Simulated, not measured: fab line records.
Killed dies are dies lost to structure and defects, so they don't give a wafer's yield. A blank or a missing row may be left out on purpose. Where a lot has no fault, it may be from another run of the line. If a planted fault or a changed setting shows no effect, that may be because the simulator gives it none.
Which of the tools did it?	flow nand harc	14 lots with 42 wafers sampled at 5 steps, on a route of 1302 steps

## WHAT THE GAUGES SHOWED, per wafer
NHARC_THIN_TSV_CD_MEAS_12: target cd 1000 nm. Usual: cd nm at 1000.4 nm, with a standard deviation of 2.9.
lot	measured	on	cd nm (nm)	flag
L785	day 24 08:34	cd sem-01	1005.8 1004.4 1001.5	
L786	day 24 01:40	cd sem-02	999.5 1003.8 1000.7	
L787	day 24 16:58	cd sem-02	1002.8 1001.0 1005.7	
L788	day 24 23:44	cd sem-03	1002.8 999.1 999.9	
L789	day 25 05:41	cd sem-03	997.2 1003.5 999.5	
L791	day 26 08:09	cd sem-03	995.9 1001.4 1002.5	
L797	day 28 16:43	cd sem-02	1002.6 1003.3 997.4	
L798	day 28 15:35	cd sem-02	1000.9 1003.7 1000.9	
L801	day 30 16:19	cd sem-03	994.6 1002.8 998.3	
L802	day 30 21:43	cd sem-03	1001.6 998.7 998.1	
L805	day 32 03:47	cd sem-03	996.4 1001.0 998.7	
L806	day 32 02:33	cd sem-03	999.6 997.1 1002.7	
L807	day 32 04:56	cd sem-01	998.5 1004.4 1000.6	
L808	day 32 14:55	cd sem-02	999.5 995.3 1001.8	

NHARC_END_SORT_01. Usual: killed at array 54, standard deviation 12; killed at other 0.7, standard deviation 1.1; killed at periphery 3.9, standard deviation 2.8; killed dies 59, standard deviation 13; killed open 3.4, standard deviation 2; killed short 2.5, standard deviation 1.7.
lot	measured	on	killed at array	killed at other	killed at periphery	killed dies	killed open	killed short	flag
L797	day 29 08:16	prober-01	153 169 152	0 0 0	4 2 1	157 171 153	6 9 3	2 2 0	OFF
L798	day 29 08:14	prober-02	112 131 118	0 3 0	1 2 5	113 136 123	2 2 2	3 5 2	OFF

## WHICH TOOL RAN EACH LOT (tool, then ch and the chambers of the sampled wafers, then the start)
lot	NHARC_A_ONON_D1_DEP_19	NHARC_THIN_TSV_CMP_01	NHARC_THIN_TSV_PVD_19
L785	pecvd onon-04 ch 0, day 8 09:58	cmp-02 ch 0,1,3, day 24 07:22	pvd sputter-02, no start
L786	pecvd onon-03 ch 0, day 8 09:59	cmp-02 ch 0,1,2, day 24 00:25	pvd sputter-01, no start
L787	pecvd onon-04 ch 0, day 8 20:55	cmp-01 ch 0,1,3, day 24 15:38	pvd sputter-01, no start
L788	pecvd onon-04 ch 0, day 9 14:47	cmp-03 ch 0,1,3, day 24 22:26	pvd sputter-02, no start
L789	pecvd onon-01 ch 0, day 9 14:52	cmp-02 ch 0,1,2, day 25 04:31	pvd sputter-02, no start
L791	pecvd onon-01 ch 0, day 11 01:04	cmp-01 ch 0,1,3, day 26 06:51	pvd sputter-01, no start
L797	pecvd onon-04 ch 0, day 13 02:30	cmp-02 ch 1,2,3, day 28 15:31	pvd sputter-01, day 29 08:16 or earlier
L798	pecvd onon-04 ch 0, day 13 10:21	cmp-03 ch 0,3, day 28 14:16	pvd sputter-03, day 29 08:14 or earlier
L801	pecvd onon-03 ch 0, day 14 23:37	cmp-02 ch 0,1,3, day 30 14:58	pvd sputter-02, no start
L802	pecvd onon-01 ch 0, day 15 21:11	cmp-03 ch 1,2,3, day 30 20:26	pvd sputter-03, no start
L805	pecvd onon-01 ch 0, day 16 12:41	cmp-03 ch 0,1,3, day 32 02:26	pvd sputter-03, no start
L806	pecvd onon-03 ch 0, day 16 22:28	cmp-01 ch 1,2,3, day 32 01:15	pvd sputter-01, no start
L807	pecvd onon-01 ch 0, day 16 22:32	cmp-03 ch 1,2,3, day 32 03:41	pvd sputter-02, no start
L808	pecvd onon-04 ch 0, day 17 15:45	cmp-01 ch 0,2,3, day 32 13:43	pvd sputter-02, no start
- NHARC_A_ONON_D1_DEP_19: target thk 1000 nm.
- NHARC_THIN_TSV_CMP_01: polishes.
- NHARC_THIN_TSV_PVD_19: deposits TaN, target thk 20 nm.

## AS READ BY THE TOOLS THEMSELVES (means over the sampled wafers that have a number; for cases with no such wafer, the mark the record gives instead)
NHARC_A_ONON_D1_DEP_19. Usual: n2o flow sccm at 1998 sccm, with a standard deviation of 6.1.
lot	tool	n2o flow sccm (sccm)	flag
L785	pecvd onon-04	1998	
L786	pecvd onon-03	1992	
L787	pecvd onon-04	1999	
L788	pecvd onon-04	2002	
L789	pecvd onon-01	1994	
L791	pecvd onon-01	1997	
L797	pecvd onon-04	2007	
L798	pecvd onon-04	1995	
L801	pecvd onon-03	1988	
L802	pecvd onon-01	2001	
L805	pecvd onon-01	1996	
L806	pecvd onon-03	1994	
L807	pecvd onon-01	2010	
L808	pecvd onon-04	1993	

NHARC_THIN_TSV_CMP_01. Usual: motor current A 12.5 A, standard deviation 1.3; retaining ring pressure frac 0.999, standard deviation 0.0048.
lot	tool	motor current A (A)	retaining ring pressure frac	flag
L785	cmp-02	12.4	1.001	
L786	cmp-02	12.7	1.001	
L787	cmp-01	12.3	1.004	
L788	cmp-03	12.6	0.999	
L789	cmp-02	12.6	0.997	
L791	cmp-01	12.3	0.998	
L797	cmp-02	12.6	0.997	
L798	cmp-03	13.1	1.002	
L801	cmp-02	12.6	0.996	
L802	cmp-03	12.5	0.999	
L805	cmp-03	12.3	1.001	
L806	cmp-01	12.6	1.005	
L807	cmp-03	12.9	1.002	
L808	cmp-01	11.5	0.997	

NHARC_THIN_TSV_PVD_19. Usual: throttle valve pct at 30.0 %, with a standard deviation of 1.
lot	tool	throttle valve pct (%)	flag
L785	pvd sputter-02	29.8	
L786	pvd sputter-01	30.4	
L787	pvd sputter-01	30.8	
L788	pvd sputter-02	30.1	
L789	pvd sputter-02	29.7	
L791	pvd sputter-01	29.9	
L797	pvd sputter-01	29.0	
L798	pvd sputter-03	30.8	
L801	pvd sputter-02	31.0	
L802	pvd sputter-03	29.7	
L805	pvd sputter-03	30.1	
L806	pvd sputter-01	29.9	
L807	pvd sputter-02	31.0	
L808	pvd sputter-02	30.4	

## THE ANSWER, worked out from the rows above alone
Rule: lot off if the mean of its wafers having a number is beyond 3 standard deviations from the usual mean. A lot without any number at a reading at which 4 lots or more have one is off too. All remaining lots with rows at the step are treated as sound. After the gauges, taken in route order, come the tools' own readings; for these a lot's mean is taken, as printed above. The first step at which some lot is off is used, and at that step the reading that is off furthest; a lot without a number counts as furthest.
Off: L797, L798, at NHARC_END_SORT_01 (killed at array). Neither off nor sound, because the step has no rows for them: L785, L786, L787, L788, L789, L791, L801, L802, L805, L806, L807, L808.
A tool fits if, at a process step before that reading, it ran every lot that is off, and no sound lot after the first of them. Gauges at NHARC_END_SORT_01: tried the same way as those tools. Because NHARC_THIN_TSV_PVD_19 lacks a start for some lots, the hours and order of its lots are taken from NHARC_END_SORT_01. One fits: pecvd onon-04 at NHARC_A_ONON_D1_DEP_19. It ran no sound lot before its first lot that is off in this sample, so the start can't be narrowed down.

## WHAT THE SIMULATOR HAD PUT IN
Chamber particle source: pecvd onon-04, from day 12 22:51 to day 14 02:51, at NHARC_A_ONON_D1_DEP_19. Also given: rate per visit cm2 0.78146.
Lots struck among those shown: L798, L797. The same result came from the rule above.
